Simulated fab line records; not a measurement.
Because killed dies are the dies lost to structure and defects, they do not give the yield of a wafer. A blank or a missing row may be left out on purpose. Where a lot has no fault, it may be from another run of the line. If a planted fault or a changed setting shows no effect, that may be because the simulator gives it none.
What tool caused it? || flow nand-harc || 13 lots with 39 wafers sampled at 4 steps, on a route of 1302 steps

== WHAT THE GAUGES READ, wafer by wafer ==
NHARC_A_ONON_D1_THK_MEAS_27: measures by ellipsometry. Usual: thk-nm reads 999 nm (standard deviation 12).
{"lot": "L614", "measured": "day 8 10:50", "on": "film-metro-01", "thk-nm (nm)": "1005 1002 1004", "flag": ""}
{"lot": "L616", "measured": "day 8 23:55", "on": "film-metro-02", "thk-nm (nm)": "1012 1011 1012", "flag": ""}
{"lot": "L617", "measured": "day 9 14:40", "on": "film-metro-02", "thk-nm (nm)": "993 993 994", "flag": ""}
{"lot": "L618", "measured": "day 10 05:16", "on": "film-metro-02", "thk-nm (nm)": "1013 1011 1012", "flag": ""}
{"lot": "L619", "measured": "day 10 11:52", "on": "film-metro-01", "thk-nm (nm)": "991 991 993", "flag": ""}
{"lot": "L620", "measured": "day 10 20:35", "on": "film-metro-02", "thk-nm (nm)": "1014 1015 1015", "flag": ""}
{"lot": "L626", "measured": "day 13 08:29", "on": "film-metro-02", "thk-nm (nm)": "978 978 979", "flag": ""}
{"lot": "L629", "measured": "day 14 11:10", "on": "film-metro-01", "thk-nm (nm)": "981 980 981", "flag": ""}
{"lot": "L630", "measured": "day 15 05:23", "on": "film-metro-02", "thk-nm (nm)": "1045 1048 1003", "flag": ""}
{"lot": "L632", "measured": "day 16 00:25", "on": "film-metro-02", "thk-nm (nm)": "974 974 973", "flag": ""}
{"lot": "L634", "measured": "day 16 13:54", "on": "film-metro-02", "thk-nm (nm)": "996 996 994", "flag": ""}
{"lot": "L635", "measured": "day 16 23:09", "on": "film-metro-01", "thk-nm (nm)": "1005 998 1002", "flag": ""}
{"lot": "L637", "measured": "day 17 17:20", "on": "film-metro-02", "thk-nm (nm)": "1017 1018 1016", "flag": ""}

== TOOL THAT RAN EACH LOT (tool first, then ch and the chambers of the sampled wafers, then the start) ==
{"lot": "L614", "NHARC_P_BONDPAD_ANNEAL_28": "rtp-anneal-01 ch 0, day 6 20:49", "NHARC_P_BONDPAD_ACTIVATE_29": "rie-diel-10 ch 0,1, day 6 21:38", "NHARC_A_ONON_D1_DEP_25": "pecvd-onon-04 ch 0, day 8 10:26"}
{"lot": "L616", "NHARC_P_BONDPAD_ANNEAL_28": "rtp-anneal-01 ch 0, day 7 07:36", "NHARC_P_BONDPAD_ACTIVATE_29": "rie-diel-10 ch 0,2,3, day 7 08:34", "NHARC_A_ONON_D1_DEP_25": "pecvd-onon-01 ch 0, day 8 23:23"}
{"lot": "L617", "NHARC_P_BONDPAD_ANNEAL_28": "rtp-anneal-01 ch 0, day 8 01:52", "NHARC_P_BONDPAD_ACTIVATE_29": "rie-diel-03 ch 0,1,2, day 8 02:50", "NHARC_A_ONON_D1_DEP_25": "pecvd-onon-04 ch 0, day 9 14:10"}
{"lot": "L618", "NHARC_P_BONDPAD_ANNEAL_28": "rtp-anneal-01 ch 0, day 8 13:49", "NHARC_P_BONDPAD_ACTIVATE_29": "rie-diel-12 ch 0,1,2, day 8 14:41", "NHARC_A_ONON_D1_DEP_25": "pecvd-onon-02 ch 0, day 10 04:48"}
{"lot": "L619", "NHARC_P_BONDPAD_ANNEAL_28": "rtp-anneal-02 ch 0, day 8 20:43", "NHARC_P_BONDPAD_ACTIVATE_29": "rie-diel-10 ch 1,2,3, day 8 21:40", "NHARC_A_ONON_D1_DEP_25": "pecvd-onon-04 ch 0, day 10 11:22"}
{"lot": "L620", "NHARC_P_BONDPAD_ANNEAL_28": "rtp-anneal-02 ch 0, day 9 04:52", "NHARC_P_BONDPAD_ACTIVATE_29": "rie-diel-03 ch 0,2, day 9 05:43", "NHARC_A_ONON_D1_DEP_25": "pecvd-onon-01 ch 0, day 10 20:11"}
{"lot": "L626", "NHARC_P_BONDPAD_ANNEAL_28": "rtp-anneal-02 ch 0, day 11 20:11", "NHARC_P_BONDPAD_ACTIVATE_29": "rie-diel-10 ch 1,2,3, day 11 21:04", "NHARC_A_ONON_D1_DEP_25": "pecvd-onon-01 ch 0, day 13 08:02"}
{"lot": "L629", "NHARC_P_BONDPAD_ANNEAL_28": "rtp-anneal-02 ch 0, day 12 21:35", "NHARC_P_BONDPAD_ACTIVATE_29": "rie-diel-12 ch 0,2,3, day 12 22:29", "NHARC_A_ONON_D1_DEP_25": "pecvd-onon-02 ch 0, day 14 10:43"}
{"lot": "L630", "NHARC_P_BONDPAD_ANNEAL_28": "rtp-anneal-01 ch 0, day 13 13:21", "NHARC_P_BONDPAD_ACTIVATE_29": "rie-diel-10 ch 0,2,3, day 13 14:19", "NHARC_A_ONON_D1_DEP_25": "pecvd-onon-01 ch 0, day 15 04:56"}
{"lot": "L632", "NHARC_P_BONDPAD_ANNEAL_28": "rtp-anneal-01 ch 0, day 14 03:10", "NHARC_P_BONDPAD_ACTIVATE_29": "rie-diel-10 ch 2,3, day 14 04:07", "NHARC_A_ONON_D1_DEP_25": "pecvd-onon-02 ch 0, day 15 23:54"}
{"lot": "L634", "NHARC_P_BONDPAD_ANNEAL_28": "rtp-anneal-02 ch 0, day 14 23:08", "NHARC_P_BONDPAD_ACTIVATE_29": "rie-diel-10 ch 1,2,3, day 15 00:04", "NHARC_A_ONON_D1_DEP_25": "pecvd-onon-04 ch 0, day 16 13:23"}
{"lot": "L635", "NHARC_P_BONDPAD_ANNEAL_28": "rtp-anneal-01 ch 0, day 15 07:27", "NHARC_P_BONDPAD_ACTIVATE_29": "rie-diel-03 ch 1,2, day 15 08:25", "NHARC_A_ONON_D1_DEP_25": "pecvd-onon-02 ch 0, day 16 22:39"}
{"lot": "L637", "NHARC_P_BONDPAD_ANNEAL_28": "rtp-anneal-02 ch 0, day 16 02:24", "NHARC_P_BONDPAD_ACTIVATE_29": "rie-diel-10 ch 1,2,3, day 16 03:20", "NHARC_A_ONON_D1_DEP_25": "pecvd-onon-01 ch 0, day 17 16:49"}
- NHARC_P_BONDPAD_ANNEAL_28: time 90 s.
- NHARC_P_BONDPAD_ACTIVATE_29: chemistry N2, time 60 s.
- NHARC_A_ONON_D1_DEP_25: target thk 1000 nm.

== AS READ BY THE TOOLS THEMSELVES (means over the sampled wafers that have a number; for cases with no such wafer, the mark the record gives instead) ==
NHARC_P_BONDPAD_ANNEAL_28. Usual: wafer_temp_C_max reads 225.77 (standard deviation 0.21).
{"lot": "L614", "tool": "rtp-anneal-01", "wafer_temp_C_max": 225.50, "flag": ""}
{"lot": "L616", "tool": "rtp-anneal-01", "wafer_temp_C_max": 226.06, "flag": ""}
{"lot": "L617", "tool": "rtp-anneal-01", "wafer_temp_C_max": 225.79, "flag": ""}
{"lot": "L618", "tool": "rtp-anneal-01", "wafer_temp_C_max": 225.73, "flag": ""}
{"lot": "L619", "tool": "rtp-anneal-02", "wafer_temp_C_max": 226.09, "flag": ""}
{"lot": "L620", "tool": "rtp-anneal-02", "wafer_temp_C_max": 225.62, "flag": ""}
{"lot": "L626", "tool": "rtp-anneal-02", "wafer_temp_C_max": 225.67, "flag": ""}
{"lot": "L629", "tool": "rtp-anneal-02", "wafer_temp_C_max": 225.70, "flag": ""}
{"lot": "L630", "tool": "rtp-anneal-01", "wafer_temp_C_max": 225.70, "flag": ""}
{"lot": "L632", "tool": "rtp-anneal-01", "wafer_temp_C_max": 225.76, "flag": ""}
{"lot": "L634", "tool": "rtp-anneal-02", "wafer_temp_C_max": 225.78, "flag": ""}
{"lot": "L635", "tool": "rtp-anneal-01", "wafer_temp_C_max": 225.62, "flag": ""}
{"lot": "L637", "tool": "rtp-anneal-02", "wafer_temp_C_max": 225.94, "flag": ""}

NHARC_P_BONDPAD_ACTIVATE_29. Usual: drypump-motor-current-A 5.6 A, standard deviation 0.46; mfc-ar-sccm 0.014 sccm, standard deviation 0.015; oes-product-au 1.000 a.u., standard deviation 0.0072; rf-vpp-V 63.9 V, standard deviation 0.91; showerhead-plenum-p-Torr 1.73 Torr, standard deviation 0.054.
{"lot": "L614", "tool": "rie-diel-10", "drypump-motor-current-A (A)": 5.4, "mfc-ar-sccm (sccm)": 0.022, "oes-product-au (a.u.)": 0.999, "rf-vpp-V (V)": 63.7, "showerhead-plenum-p-Torr (Torr)": 1.75, "flag": ""}
{"lot": "L616", "tool": "rie-diel-10", "drypump-motor-current-A (A)": 5.8, "mfc-ar-sccm (sccm)": 0.011, "oes-product-au (a.u.)": 0.999, "rf-vpp-V (V)": 64.2, "showerhead-plenum-p-Torr (Torr)": 1.74, "flag": ""}
{"lot": "L617", "tool": "rie-diel-03", "drypump-motor-current-A (A)": 5.5, "mfc-ar-sccm (sccm)": 0.007, "oes-product-au (a.u.)": 0.994, "rf-vpp-V (V)": 64.0, "showerhead-plenum-p-Torr (Torr)": 1.69, "flag": ""}
{"lot": "L618", "tool": "rie-diel-12", "drypump-motor-current-A (A)": 5.9, "mfc-ar-sccm (sccm)": 0.002, "oes-product-au (a.u.)": 1.000, "rf-vpp-V (V)": 63.7, "showerhead-plenum-p-Torr (Torr)": 1.72, "flag": ""}
{"lot": "L619", "tool": "rie-diel-10", "drypump-motor-current-A (A)": 5.4, "mfc-ar-sccm (sccm)": 0.007, "oes-product-au (a.u.)": 1.004, "rf-vpp-V (V)": 64.8, "showerhead-plenum-p-Torr (Torr)": 1.75, "flag": ""}
{"lot": "L620", "tool": "rie-diel-03", "drypump-motor-current-A (A)": 5.3, "mfc-ar-sccm (sccm)": 0.000, "oes-product-au (a.u.)": 0.992, "rf-vpp-V (V)": 63.9, "showerhead-plenum-p-Torr (Torr)": 1.68, "flag": ""}
{"lot": "L626", "tool": "rie-diel-10", "drypump-motor-current-A (A)": 5.4, "mfc-ar-sccm (sccm)": 0.007, "oes-product-au (a.u.)": 1.006, "rf-vpp-V (V)": 64.4, "showerhead-plenum-p-Torr (Torr)": 1.75, "flag": ""}
{"lot": "L629", "tool": "rie-diel-12", "drypump-motor-current-A (A)": 6.0, "mfc-ar-sccm (sccm)": 0.015, "oes-product-au (a.u.)": 1.004, "rf-vpp-V (V)": 64.3, "showerhead-plenum-p-Torr (Torr)": 1.74, "flag": ""}
{"lot": "L630", "tool": "rie-diel-10", "drypump-motor-current-A (A)": 5.8, "mfc-ar-sccm (sccm)": 0.011, "oes-product-au (a.u.)": 0.999, "rf-vpp-V (V)": 63.7, "showerhead-plenum-p-Torr (Torr)": 1.74, "flag": ""}
{"lot": "L632", "tool": "rie-diel-10", "drypump-motor-current-A (A)": 5.8, "mfc-ar-sccm (sccm)": 0.001, "oes-product-au (a.u.)": 1.003, "rf-vpp-V (V)": 64.3, "showerhead-plenum-p-Torr (Torr)": 1.72, "flag": ""}
{"lot": "L634", "tool": "rie-diel-10", "drypump-motor-current-A (A)": 5.4, "mfc-ar-sccm (sccm)": 0.007, "oes-product-au (a.u.)": 0.993, "rf-vpp-V (V)": 64.1, "showerhead-plenum-p-Torr (Torr)": 1.75, "flag": ""}
{"lot": "L635", "tool": "rie-diel-03", "drypump-motor-current-A (A)": 5.8, "mfc-ar-sccm (sccm)": 0.015, "oes-product-au (a.u.)": 0.998, "rf-vpp-V (V)": 63.0, "showerhead-plenum-p-Torr (Torr)": 1.68, "flag": ""}
{"lot": "L637", "tool": "rie-diel-10", "drypump-motor-current-A (A)": 5.4, "mfc-ar-sccm (sccm)": 0.007, "oes-product-au (a.u.)": 1.003, "rf-vpp-V (V)": 64.5, "showerhead-plenum-p-Torr (Torr)": 1.75, "flag": ""}

== THE ANSWER, worked out from the rows above alone ==
Rule: a lot is off if the mean of its wafers that have a number lies more than 3 standard deviations from the usual mean. Also off: a lot with no number at a reading for which 4 or more lots have one. All remaining lots with rows at the step are treated as sound. After the gauges, taken in route order, come the tools' own readings; for these a lot's mean is taken, as printed above. The first step at which some lot is off is used, and at that step the reading that is off furthest; a lot without a number counts as furthest.
None of the lots is off at any reading shown; this tells nothing.

== WHAT THE SIMULATOR HAD PUT IN ==
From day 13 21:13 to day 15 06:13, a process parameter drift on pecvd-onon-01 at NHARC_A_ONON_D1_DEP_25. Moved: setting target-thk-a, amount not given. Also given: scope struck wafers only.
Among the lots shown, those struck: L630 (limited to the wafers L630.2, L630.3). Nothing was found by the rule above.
